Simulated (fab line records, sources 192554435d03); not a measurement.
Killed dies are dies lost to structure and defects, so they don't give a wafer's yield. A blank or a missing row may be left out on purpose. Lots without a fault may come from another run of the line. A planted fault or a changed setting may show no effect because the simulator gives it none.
Problem report in the 8D (eight disciplines) form, filled by code | flow n5_finfet | the parts of the form that need people (team, actions taken, sign-off) are left out

1. THE PROBLEM
rf_fwd_power_W at N5_HKMG_FIN_ETCH_32 reads a mean of 336.5 W on 1 wafer of 1 lot; wafers without a fault read 837.8 W with a standard deviation of 2.7. That is -99 or more standard deviations from the usual mean.
The step: etches SOC in N2/H2, target depth 240 nm, time 300 s.
First seen on wafer L149.4, day 7 09:04, on rie_diel-01. The record holds 27 wafers of 9 lots with a number at this step. Rule for "out", or "out of limits": more than 4 standard deviations from the usual mean. The other wafers with a number count as sound.

2. WHAT IT IS AND WHAT IT IS NOT
question                    | is                                       | is not
which readings at this step | rf_fwd_power_W, oes_product_au, rf_vpp_V | chamber_pressure_mTorr, throttle_valve_pct
which lots                  | L149                                     | L137, L142, L144, L152, L154, L155, L156, L157
which wafers of those lots  | L149.4                                   | L149.2, L149.3
read on which tools         | rie_diel-01                              | rie_diel-03, rie_diel-04
when                        | from day 7 09:04                         | up to then (11 sound wafers); but 15 sound wafers of L152, L154, L155, L156, L157 came after

3. SUSPECTS, AND WHAT RULES EACH OUT
Counting: a tool at a process step up to the reading stays a suspect if it ran every lot that is out. Sound lots after the first of them don't rule it out here, since some wafers of a struck lot are sound.
- ald_hk-02 at N5_HKMG_FIN_ALD_74 (deposits La2O3, target thk 0.5 nm, pulse time 6 s, co reactant pulse time 1 s): kept. It ran the lot that is out, L149 (day 7 04:49).
- plasma_asher-02 at N5_HKMG_FIN_STRIP_60 (strips in N2/H2, time 360 s): kept. It ran the lot that is out, L149 (day 7 06:13); its last sound lot up to then is L142 (day 5 08:38).
- rie_diel-01 at N5_HKMG_FIN_ETCH_32 (etches SOC in N2/H2, target depth 240 nm, time 300 s): kept. It ran the lot that is out, L149 (day 7 09:04); its last sound lot up to then is L142 (day 5 11:15). Its own readings are out on those wafers: oes_product_au, rf_fwd_power_W, rf_vpp_V.
- Within ald_hk-02 at N5_HKMG_FIN_ALD_74: the wafers that are out ran in chamber 2; their sound lot-mates ran in chambers 0, 3.
- Within plasma_asher-02 at N5_HKMG_FIN_STRIP_60: the wafers that are out ran in chamber 0; their sound lot-mates ran in chamber 1.
- Within rie_diel-01 at N5_HKMG_FIN_ETCH_32: the wafers that are out ran in chamber 2; their sound lot-mates ran in chambers 0, 1.
Left after counting: ald_hk-02 at N5_HKMG_FIN_ALD_74, plasma_asher-02 at N5_HKMG_FIN_STRIP_60, rie_diel-01 at N5_HKMG_FIN_ETCH_32.

4. THE CAUSE (what the simulator had put in)
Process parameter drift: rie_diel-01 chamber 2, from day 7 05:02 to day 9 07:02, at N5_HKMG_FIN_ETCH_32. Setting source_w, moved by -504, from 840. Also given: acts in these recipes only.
Counting left 3 suspects, and this tool is among them.

5. THE CHAIN OF EFFECTS, in route order
Each row: a reading whose mean over the struck wafers that have a number lies more than 3 standard deviations from the usual. Only readings for which the record gives a usual standard deviation are gone through. hours: the time from each lot's start at the first step in this table that gives one to its start at this step, as a median over the lots. sigmas: the change in usual standard deviations.
hours | step                | reading        | usual     | on struck wafers | change | sigmas
0     | N5_HKMG_FIN_ETCH_32 | oes_product_au | 0.76 a.u. | 0.49             | -0.27  | -4.8
0     | N5_HKMG_FIN_ETCH_32 | rf_fwd_power_W | 837.8 W   | 336.5            | -501.3 | -99 or more
0     | N5_HKMG_FIN_ETCH_32 | rf_vpp_V       | 524.9 V   | 699.5            | +174.6 | +83
The process steps in it:
- N5_HKMG_FIN_ETCH_32: etches SOC in N2/H2, target depth 240 nm, time 300 s.
Later measuring or inspecting steps at which every struck wafer that the step has a row for has a number for every such reading, and none has moved that far: N5_BEOL_M4_RC_MEAS_101.

6. WHAT WOULD HAVE CAUGHT IT SOONER
In this record the first reading out of limits was taken at day 7 09:04, 4 hours after the fault began at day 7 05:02.
